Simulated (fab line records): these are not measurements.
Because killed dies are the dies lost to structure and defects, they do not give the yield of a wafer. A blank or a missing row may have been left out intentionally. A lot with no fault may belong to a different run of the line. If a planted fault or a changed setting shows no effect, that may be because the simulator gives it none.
What tool caused it? ; flow nand harc ; 14 lots, 42 wafers sampled, at 4 steps of a route of 1159

== WHAT THE GAUGES READ, wafer by wafer ==
No reading from a measuring or inspecting step in the record can be judged against a usual standard deviation.

== EACH LOT AND THE TOOL THAT RAN IT (in order: tool; ch and the chambers of the sampled wafers; start) ==
lot;NHARC_A_STAIRCASE_ETCH_452;NHARC_A_STAIRCASE_ETCH_294;NHARC_A_STAIRCASE_DEP_417;NHARC_A_STAIRCASE_CVD_552
L759;rie diel-02 ch 0,2,3, day 11 22:38 or earlier;rie diel-02 ch 0,1,2, day 11 22:38 or earlier;pecvd-02 ch 0,2, day 11 22:38;lpcvd-01 ch 0, day 12 07:07
L758;rie diel-05 ch 2,3, day 12 03:31 or earlier;rie diel-05 ch 0,1,3, day 12 03:31 or earlier;pecvd-02 ch 1,2, day 12 03:31;lpcvd-01 ch 0, day 12 12:37
L761;rie diel-04 ch 0,2,3, day 12 15:19 or earlier;rie diel-04 ch 1,2,3, day 12 15:19 or earlier;pecvd-04 ch 0,1, day 12 15:19;lpcvd-01 ch 1, day 12 22:22
L760;rie diel-05 ch 0,1,2, day 12 13:55 or earlier;rie diel-05 ch 1,2, day 12 13:55 or earlier;pecvd-02 ch 0,1,2, day 12 13:55;lpcvd-01 ch 1, day 12 22:22
L764;rie diel-05 ch 0,1,2, day 13 18:42 or earlier;rie diel-05 ch 0,3, day 13 18:42 or earlier;pecvd-01 ch 0,1,2, day 13 18:42;lpcvd-02 ch 1, day 14 05:47
L763;rie diel-02 ch 0,3, day 13 21:41 or earlier;rie diel-02 ch 0,1, day 13 21:41 or earlier;pecvd-01 ch 0,2, day 13 21:41;lpcvd-02 ch 1, day 14 05:47
L762;rie diel-05 ch 0,2,3, day 13 22:32 or earlier;rie diel-05 ch 0,1,2, day 13 22:32 or earlier;pecvd-04 ch 0,1,2, day 13 22:32;lpcvd-02 ch 0, day 14 05:47
L765;rie diel-04 ch 0,2, day 14 10:31 or earlier;rie diel-04 ch 0,1, day 14 10:31 or earlier;pecvd-02 ch 1,2, day 14 10:31;lpcvd-02 ch 1, day 14 17:34 and lpcvd-01 ch 1, day 15 04:00
L777;rie diel-05 ch 0,2, day 16 10:43 or earlier;rie diel-05 ch 1,2, day 16 10:43 or earlier;pecvd-04 ch 0,1,2, day 16 10:43;lpcvd-02 ch 0, day 16 20:00
L776;rie diel-05 ch 0,2,3, day 16 21:28 or earlier;rie diel-05 ch 0,2,3, day 16 21:28 or earlier;pecvd-01 ch 0,1,2, day 16 21:28;lpcvd-01 ch 0, day 17 07:01
L779;rie diel-02 ch 0,2,3, day 17 03:31 or earlier;rie diel-02 ch 2,3, day 17 03:31 or earlier;pecvd-02 ch 0,1, day 17 03:31;lpcvd-01 ch 1, day 17 11:58
L778;rie diel-05 ch 0,2,3, day 17 05:28 or earlier;rie diel-05 ch 1,2,3, day 17 05:28 or earlier;pecvd-04 ch 0,1, day 17 05:28;lpcvd-01 ch 1, day 17 11:58
L780;rie diel-02 ch 0,2,3, day 17 08:04 or earlier;rie diel-02 ch 1,2,3, day 17 08:04 or earlier;pecvd-01 ch 0,1,2, day 17 08:04;lpcvd-01 ch 0, day 17 16:30
L781;rie diel-04 ch 0,2,3, day 17 19:54 or earlier;rie diel-04 ch 0,1,3, day 17 19:54 or earlier;pecvd-01 ch 0,1, day 17 19:54;lpcvd-02 ch 1, day 18 04:22
- NHARC_A_STAIRCASE_ETCH_452: etches the open film in CF4/O2, target depth 30 nm, overetch 3 nm, time 16.5 s.
- NHARC_A_STAIRCASE_ETCH_294: etches the open film in C4F8/O2/Ar, target depth 4992 nm, time 1212.4 s.
- NHARC_A_STAIRCASE_DEP_417: deposits Si3N4, target thk 60 nm.
- NHARC_A_STAIRCASE_CVD_552: deposits SiNx, target thk 40 nm.

== WHAT THE TOOLS THEMSELVES READ (means of the sampled wafers that have a number; where no wafer has one, the mark that the record gives instead) ==
NHARC_A_STAIRCASE_ETCH_452. Usual: bias w 100.0 W, standard deviation 0.31; drypump motor current A 5.6 A, standard deviation 0.49; oes_f_703_au 1.000 a.u., standard deviation 0.0046; oes_o_777_au 1.000 a.u., standard deviation 0.0048; oes product au 0.993 a.u., standard deviation 0.0084; rf fwd power W 293.1 W, standard deviation 1; rf vpp V 197.8 V, standard deviation 1.2; showerhead plenum p Torr 1.33 Torr, standard deviation 0.047; throttle valve pct 13.397 %, standard deviation 0.0091.
lot;tool;bias w (W);drypump motor current A (A);oes_f_703_au (a.u.);oes_o_777_au (a.u.);oes product au (a.u.);rf fwd power W (W);rf vpp V (V);showerhead plenum p Torr (Torr);throttle valve pct (%);flag
L759;rie diel-02;99.9;5.6;1.004;0.999;0.998;292.8;199.1;1.38;13.395;
L758;rie diel-05;99.9;5.2;0.999;0.999;0.987;292.6;198.8;1.36;13.401;
L761;rie diel-04;100.0;5.4;0.998;0.996;1.009;293.6;197.3;1.34;13.400;
L760;rie diel-05;99.8;5.8;0.998;0.998;0.989;292.3;196.8;1.30;13.399;
L764;rie diel-05;99.8;5.8;1.002;0.998;0.989;292.5;196.3;1.30;13.399;
L763;rie diel-02;100.4;5.4;0.999;0.998;0.994;293.8;199.2;1.38;13.394;
L762;rie diel-05;100.0;5.3;0.999;1.003;0.989;291.8;197.5;1.33;13.392;
L765;rie diel-04;100.3;5.2;0.998;1.004;1.000;293.4;197.4;1.32;13.393;
L777;rie diel-05;99.8;5.3;1.003;0.999;0.988;293.2;197.8;1.30;13.393;
L776;rie diel-05;99.9;5.3;1.002;0.996;0.994;292.1;197.1;1.32;13.390;
L779;rie diel-02;100.5;5.6;1.004;0.995;0.988;293.7;198.4;1.37;13.393;
L778;rie diel-05;99.7;5.3;0.997;0.997;0.979;293.2;197.9;1.32;13.400;
L780;rie diel-02;99.8;5.6;1.003;0.997;1.001;292.4;198.3;1.37;13.405;
L781;rie diel-04;99.9;5.4;0.998;0.999;0.998;293.5;197.3;1.33;13.395;

NHARC_A_STAIRCASE_ETCH_294. Usual: bias w 3000 W, standard deviation 8.9; oes product au 0.929 a.u., standard deviation 0.01; rf fwd power W 599.5 W, standard deviation 1.8; rf vpp V 1826 V, standard deviation 8.8.
lot;tool;bias w (W);oes product au (a.u.);rf fwd power W (W);rf vpp V (V);flag
L759;rie diel-02;3001;0.941;598.6;1835;
L758;rie diel-05;3007;0.926;599.9;1823;
L761;rie diel-04;3004;0.937;600.1;1836;
L760;rie diel-05;3002;0.940;599.3;1820;
L764;rie diel-05;3002;0.922;598.5;1823;
L763;rie diel-02;2999;0.925;599.1;1835;
L762;rie diel-05;3006;0.916;599.3;1820;
L765;rie diel-04;3004;0.939;600.1;1828;
L777;rie diel-05;3002;0.931;599.9;1822;
L776;rie diel-05;2991;0.940;598.7;1824;
L779;rie diel-02;2992;0.930;598.8;1827;
L778;rie diel-05;2993;0.923;597.7;1823;
L780;rie diel-02;2999;0.928;599.8;1827;
L781;rie diel-04;3009;0.933;598.4;1832;

NHARC_A_STAIRCASE_DEP_417. Usual: heater power w 727 W, standard deviation 86; rf fwd power W 448.6 W, standard deviation 1.5; susceptor temp C 400.02 C, standard deviation 0.22.
lot;tool;heater power w (W);rf fwd power W (W);susceptor temp C (C);flag
L759;pecvd-02;841;449.9;400.06;
L758;pecvd-02;859;448.6;399.84;
L761;pecvd-04;665;449.3;400.02;
L760;pecvd-02;781;448.6;399.90;
L764;pecvd-01;709;448.3;400.07;
L763;pecvd-01;654;447.2;400.13;
L762;pecvd-04;706;449.7;400.10;
L765;pecvd-02;855;449.0;400.37;
L777;pecvd-04;708;449.7;399.82;
L776;pecvd-01;708;447.5;400.14;
L779;pecvd-02;680;449.0;400.15;
L778;pecvd-04;683;450.2;399.90;
L780;pecvd-01;739;448.5;400.05;
L781;pecvd-01;769;447.7;399.96;

NHARC_A_STAIRCASE_CVD_552. Usual: spike tc top C 715.2 C, standard deviation 1.7; susceptor temp C 700.0 C, standard deviation 0.34.
lot;tool;spike tc top C (C);susceptor temp C (C);flag
L759;lpcvd-01;714.6;700.4;
L758;lpcvd-01;715.0;700.1;
L761;lpcvd-01;713.6;700.1;
L760;lpcvd-01;714.2;699.9;
L764;lpcvd-02;717.1;700.4;
L763;lpcvd-02;716.3;700.1;
L762;lpcvd-02;716.6;700.2;
L765;lpcvd-02/lpcvd-01;714.3;699.8;
L777;lpcvd-02;716.6;699.8;
L776;lpcvd-01;714.9;700.2;
L779;lpcvd-01;713.4;700.5;
L778;lpcvd-01;713.6;700.2;
L780;lpcvd-01;716.2;699.9;
L781;lpcvd-02;716.5;699.5;

== THE ANSWER, worked out from the rows above alone ==
Rule: a lot counts as off when the mean over its wafers that have a number is more than 3 standard deviations away from the usual mean. A lot without any number at a reading at which 4 lots or more have one is off too. All remaining lots with rows at the step are treated as sound. Order of review: gauges by route order, followed by the tools' own readings, for which a lot's mean as printed above is used. At the first step where some lot is off, the reading lying furthest off is the one used; lots without a number count as furthest.
Across all readings shown, no lot is off: no conclusion can be drawn from this.

== WHAT THE SIMULATOR HAD PUT IN ==
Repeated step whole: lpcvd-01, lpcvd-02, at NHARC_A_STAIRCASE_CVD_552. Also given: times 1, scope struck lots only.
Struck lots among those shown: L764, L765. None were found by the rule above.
